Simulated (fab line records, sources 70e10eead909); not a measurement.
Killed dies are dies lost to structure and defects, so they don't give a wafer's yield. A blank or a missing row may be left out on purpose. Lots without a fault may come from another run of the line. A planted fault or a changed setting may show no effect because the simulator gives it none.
Which tool did it? | flow nand_harc | 13 lots, 39 wafers sampled, at 4 steps of a route of 1159

WHAT THE GAUGES READ, wafer by wafer
NHARC_P_GATE_INSPECT_28.
lot  | measured     | on                | raw_defect_count
L231 | day 4 07:37  | defect_inspect-02 | 2 0 6
L232 | day 4 22:49  | defect_inspect-01 | 0 4 4
L233 | day 5 04:35  | defect_inspect-02 | 5 13 9
L234 | day 5 10:53  | defect_inspect-01 | 9 9 5
L236 | day 5 16:46  | defect_inspect-01 | 3 2 5
L235 | day 5 17:25  | defect_inspect-01 | 3 7 4
L239 | day 6 19:51  | defect_inspect-02 | 6 6 4
L249 | day 9 03:35  | defect_inspect-02 | 5 5 6
L251 | day 9 21:56  | defect_inspect-02 | 1 8 5
L252 | day 9 22:08  | defect_inspect-01 | 3 10 6
L250 | day 9 22:35  | defect_inspect-01 | 13 7 5
L253 | day 10 05:19 | defect_inspect-01 | 5 10 4
L254 | day 10 05:56 | defect_inspect-01 | 14 10 10

NHARC_P_GATE_CD_MEAS_59: target cd 720 nm.
lot  | measured     | on        | cd_nm (nm)
L231 | day 4 21:19  | cd_sem-03 | 719.3 722.1 720.8
L232 | day 5 12:29  | cd_sem-02 | 718.0 716.6 716.5
L233 | day 5 18:08  | cd_sem-03 | 719.8 719.6 721.4
L234 | day 6 00:41  | cd_sem-02 | 719.6 719.3 719.2
L236 | day 6 07:02  | cd_sem-03 | 719.0 720.1 719.2
L235 | day 6 10:50  | cd_sem-03 | 718.1 717.7 718.4
L239 | day 7 10:04  | cd_sem-03 | - - -
L249 | day 9 17:27  | cd_sem-01 | 720.9 721.7 719.8
L251 | day 10 11:43 | cd_sem-03 | 718.7 718.8 719.8
L252 | day 10 11:53 | cd_sem-02 | 719.7 720.1 719.3
L250 | day 10 18:21 | cd_sem-01 | 720.8 719.2 722.0
L253 | day 10 19:02 | cd_sem-01 | 718.0 719.0 717.3
L254 | day 11 02:20 | cd_sem-02 | 717.3 719.3 716.2

WHICH TOOL RAN EACH LOT (tool, then ch and the chambers of the sampled wafers, then the start)
lot  | NHARC_P_GATE_ETCH_104              | NHARC_P_GATE_EXPOSE_56
L231 | rie_diel-07 ch 0,2,3, day 4 07:50  | krf_scanner-02 ch 0, day 4 21:10
L232 | rie_diel-07 ch 0,1,2, day 4 22:58  | krf_scanner-01 ch 0, day 5 12:20
L233 | rie_diel-10 ch 0,2, day 5 04:44    | krf_scanner-03 ch 0, day 5 17:58
L234 | rie_diel-03 ch 0,1,3, day 5 11:02  | krf_scanner-02 ch 0, day 6 00:32
L236 | rie_diel-07 ch 2,3, day 5 16:55    | krf_scanner-02 ch 0, day 6 06:53
L235 | rie_diel-10 ch 1,2,3, day 5 17:33  | krf_scanner-03 ch 0, day 6 10:41
L239 | rie_diel-07 ch 2,3, day 6 20:10    | krf_scanner-03 ch 0, day 7 09:54
L249 | rie_diel-07 ch 2,3, day 9 03:44    | krf_scanner-02 ch 0, day 9 17:18
L251 | rie_diel-07 ch 0,1,2, day 9 22:08  | krf_scanner-02 ch 0, day 10 11:34
L252 | rie_diel-07 ch 0,1,2, day 9 22:20  | krf_scanner-03 ch 0, day 10 11:43
L250 | rie_diel-10 ch 0,1,3, day 9 22:44  | krf_scanner-03 ch 0, day 10 18:11
L253 | rie_diel-10 ch 0,2,3, day 10 05:29 | krf_scanner-02 ch 0, day 10 18:52
L254 | rie_diel-10 ch 1,3, day 10 06:23   | krf_scanner-02 ch 0, day 11 02:10
- NHARC_P_GATE_ETCH_104: etches the open film in CF4/CHF3, target depth 60 nm.
- NHARC_P_GATE_EXPOSE_56: exposes mask P PSD, target cd 720 nm.

WHAT THE TOOLS THEMSELVES READ (means of the sampled wafers that have a number; where no wafer has one, the mark that the record gives instead)
NHARC_P_GATE_ETCH_104.
lot  | tool        | drypump_motor_current_A (A) | oes_product_au (a.u.) | rf_vpp_V (V) | showerhead_plenum_p_Torr (Torr) | throttle_valve_pct (%)
L231 | rie_diel-07 | 5.99                        | 0.940                 | 369.5        | 1.54                            | 16.799
L232 | rie_diel-07 | 5.97                        | 0.918                 | 368.6        | 1.49                            | 16.796
L233 | rie_diel-10 | 5.57                        | 0.926                 | 373.8        | 1.66                            | 16.805
L234 | rie_diel-03 | 5.76                        | 0.970                 | 373.1        | 1.64                            | 16.807
L236 | rie_diel-07 | 5.92                        | 0.919                 | 369.7        | 1.55                            | 16.804
L235 | rie_diel-10 | 5.86                        | 0.967                 | 372.7        | 1.63                            | 16.806
L239 | rie_diel-07 | 5.92                        | 0.957                 | 369.9        | 1.55                            | 16.808
L249 | rie_diel-07 | 5.80                        | 0.943                 | 371.3        | 1.58                            | 16.799
L251 | rie_diel-07 | 5.99                        | 0.946                 | 367.8        | 1.48                            | 16.804
L252 | rie_diel-07 | 5.97                        | 0.942                 | 367.7        | 1.48                            | 16.803
L250 | rie_diel-10 | 5.61                        | 0.921                 | 372.5        | 1.63                            | 16.806
L253 | rie_diel-10 | 5.75                        | 0.917                 | 372.8        | 1.65                            | 16.798
L254 | rie_diel-10 | 5.72                        | 0.924                 | 371.9        | 1.60                            | 16.795

NHARC_P_GATE_EXPOSE_56.
lot  | tool           | focus_offset_nm (nm)
L231 | krf_scanner-02 | 0.1
L232 | krf_scanner-01 | -0.1
L233 | krf_scanner-03 | -0.0
L234 | krf_scanner-02 | -0.3
L236 | krf_scanner-02 | 0.2
L235 | krf_scanner-03 | -0.3
L239 | krf_scanner-03 | 0.1
L249 | krf_scanner-02 | -0.3
L251 | krf_scanner-02 | 0.4
L252 | krf_scanner-03 | -0.2
L250 | krf_scanner-03 | 0.2
L253 | krf_scanner-02 | 0.8
L254 | krf_scanner-02 | 0.4

THE ANSWER, worked out from the rows above alone
Rule: what is usual is taken from the lots themselves. Put in order of their means at a reading, lots are off if they are a third of the lots or fewer, leave a main group of 4 or more, and stand apart from it by a gap of 3 or more times the standard deviation of the main group's means; of several such gaps the widest counts. A main group whose means are all the same, to the digits that the tables above print for the reading, isn't used. A lot without any number at a reading at which 4 lots or more have one is off too. The other lots that the step has rows for count as sound. The gauges are gone through in route order, then the tools' own readings, and for those a lot's mean is taken as printed above. The first step at which some lot is off is used, and at that step the reading that is off furthest; a lot without a number counts as furthest.
Off: L239, at NHARC_P_GATE_CD_MEAS_59 (cd_nm). Without a number there: L239. The main group: mean 719.2 nm, standard deviation 1.2.
A tool fits if, at a process step before that reading, it ran every lot that is off, and no sound lot after the first of them. The gauges at NHARC_P_GATE_CD_MEAS_59 are tried like those tools. None of those tried fits.

WHAT THE SIMULATOR HAD PUT IN
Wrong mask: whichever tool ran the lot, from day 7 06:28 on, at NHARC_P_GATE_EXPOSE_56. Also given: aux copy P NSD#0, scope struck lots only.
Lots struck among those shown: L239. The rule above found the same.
